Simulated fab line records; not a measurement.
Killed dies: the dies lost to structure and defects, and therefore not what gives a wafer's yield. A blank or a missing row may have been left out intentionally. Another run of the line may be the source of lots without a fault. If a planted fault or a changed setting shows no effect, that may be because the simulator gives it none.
Matching of chambers / flow nand harc / NHARC_A_CONTACT_ETCH_76 on rie diel-08: 4 sister chambers
The step etches the open film in N2/H2, target depth 260 nm, time 475.3 s. 20 wafers are shown with their chamber, then 10 later ones without.

## WAFERS PAIRED WITH THEIR CHAMBERS
wafer=L536.2; chamber=3; showerhead plenum p Torr (Torr)=2.15; drypump motor current A (A)=5.55; rf vpp V (V)=434.2
wafer=L536.3; chamber=0; showerhead plenum p Torr (Torr)=2.02; drypump motor current A (A)=5.63; rf vpp V (V)=430.3
wafer=L536.6; chamber=2; showerhead plenum p Torr (Torr)=2.14; drypump motor current A (A)=5.30; rf vpp V (V)=432.9
wafer=L537.2; chamber=2; showerhead plenum p Torr (Torr)=2.14; drypump motor current A (A)=5.29; rf vpp V (V)=433.7
wafer=L537.3; chamber=3; showerhead plenum p Torr (Torr)=2.15; drypump motor current A (A)=5.62; rf vpp V (V)=433.9
wafer=L537.5; chamber=3; showerhead plenum p Torr (Torr)=2.15; drypump motor current A (A)=5.63; rf vpp V (V)=433.9
wafer=L538.2; chamber=0; showerhead plenum p Torr (Torr)=2.02; drypump motor current A (A)=5.64; rf vpp V (V)=429.1
wafer=L538.4; chamber=1; showerhead plenum p Torr (Torr)=2.00; drypump motor current A (A)=6.11; rf vpp V (V)=429.3
wafer=L538.6; chamber=0; showerhead plenum p Torr (Torr)=2.02; drypump motor current A (A)=5.63; rf vpp V (V)=428.6
wafer=L544.2; chamber=1; showerhead plenum p Torr (Torr)=2.00; drypump motor current A (A)=6.13; rf vpp V (V)=428.5
wafer=L544.4; chamber=2; showerhead plenum p Torr (Torr)=2.14; drypump motor current A (A)=5.28; rf vpp V (V)=433.9
wafer=L544.6; chamber=3; showerhead plenum p Torr (Torr)=2.15; drypump motor current A (A)=5.62; rf vpp V (V)=433.6
wafer=L545.1; chamber=2; showerhead plenum p Torr (Torr)=2.13; drypump motor current A (A)=5.31; rf vpp V (V)=433.9
wafer=L545.2; chamber=0; showerhead plenum p Torr (Torr)=2.01; drypump motor current A (A)=5.65; rf vpp V (V)=428.5
wafer=L545.6; chamber=0; showerhead plenum p Torr (Torr)=2.01; drypump motor current A (A)=5.65; rf vpp V (V)=429.8
wafer=L548.2; chamber=2; showerhead plenum p Torr (Torr)=2.13; drypump motor current A (A)=5.27; rf vpp V (V)=433.2
wafer=L548.5; chamber=3; showerhead plenum p Torr (Torr)=2.15; drypump motor current A (A)=5.59; rf vpp V (V)=433.6
wafer=L548.6; chamber=0; showerhead plenum p Torr (Torr)=2.01; drypump motor current A (A)=5.63; rf vpp V (V)=429.2
wafer=L547.2; chamber=3; showerhead plenum p Torr (Torr)=2.15; drypump motor current A (A)=5.60; rf vpp V (V)=433.3
wafer=L547.5; chamber=1; showerhead plenum p Torr (Torr)=2.00; drypump motor current A (A)=6.13; rf vpp V (V)=429.2

SIGNATURES, as means of the wafers listed above
reading=showerhead plenum p Torr; chamber 0=2.0150; chamber 1=2.0000; chamber 2=2.1360; chamber 3=2.1500; scatter within a chamber=0.00411
reading=drypump motor current A; chamber 0=5.6383; chamber 1=6.1233; chamber 2=5.2900; chamber 3=5.6017; scatter within a chamber=0.0194
reading=rf vpp V; chamber 0=429.250; chamber 1=429.000; chamber 2=433.520; chamber 3=433.750; scatter within a chamber=0.506
Rule: for each reading, subtract the chamber's mean from the wafer's reading, divide by that reading's scatter and square the result; add these up over the readings and take the root, which gives the wafer's distance from the chamber. If the next closest chamber is less than 2 further off than the closest, the wafer can't be placed; otherwise it belongs to the closest. The scatter is the square root of a quotient: the sum, over the shown wafers, of each reading's squared deviation from its chamber's mean, divided by wafers minus chambers.

## WAFERS WITHOUT THEIR CHAMBER
wafer=L547.6; showerhead plenum p Torr (Torr)=2.01; drypump motor current A (A)=5.64; rf vpp V (V)=430.3
wafer=L549.2; showerhead plenum p Torr (Torr)=2.01; drypump motor current A (A)=5.65; rf vpp V (V)=429.5
wafer=L549.5; showerhead plenum p Torr (Torr)=2.01; drypump motor current A (A)=5.64; rf vpp V (V)=429.6
wafer=L549.6; showerhead plenum p Torr (Torr)=2.15; drypump motor current A (A)=5.55; rf vpp V (V)=433.3
wafer=L550.1; showerhead plenum p Torr (Torr)=2.00; drypump motor current A (A)=6.15; rf vpp V (V)=430.2
wafer=L550.4; showerhead plenum p Torr (Torr)=2.01; drypump motor current A (A)=5.63; rf vpp V (V)=430.9
wafer=L550.6; showerhead plenum p Torr (Torr)=2.13; drypump motor current A (A)=5.28; rf vpp V (V)=432.8
wafer=L552.3; showerhead plenum p Torr (Torr)=2.13; drypump motor current A (A)=5.28; rf vpp V (V)=433.7
wafer=L552.4; showerhead plenum p Torr (Torr)=2.01; drypump motor current A (A)=5.65; rf vpp V (V)=429.8
wafer=L552.6; showerhead plenum p Torr (Torr)=2.01; drypump motor current A (A)=5.65; rf vpp V (V)=430.1

## WHICH CHAMBER EACH WENT THROUGH
wafer=L547.6; from the rows above=0; in truth=0
wafer=L549.2; from the rows above=0; in truth=0
wafer=L549.5; from the rows above=0; in truth=0
wafer=L549.6; from the rows above=3; in truth=3
wafer=L550.1; from the rows above=1; in truth=1
wafer=L550.4; from the rows above=0; in truth=0
wafer=L550.6; from the rows above=2; in truth=2
wafer=L552.3; from the rows above=2; in truth=2
wafer=L552.4; from the rows above=0; in truth=0
wafer=L552.6; from the rows above=0; in truth=0
Correct placement for 10 of the 10. Not placeable from these rows: 0. Wrongly placed: 0.
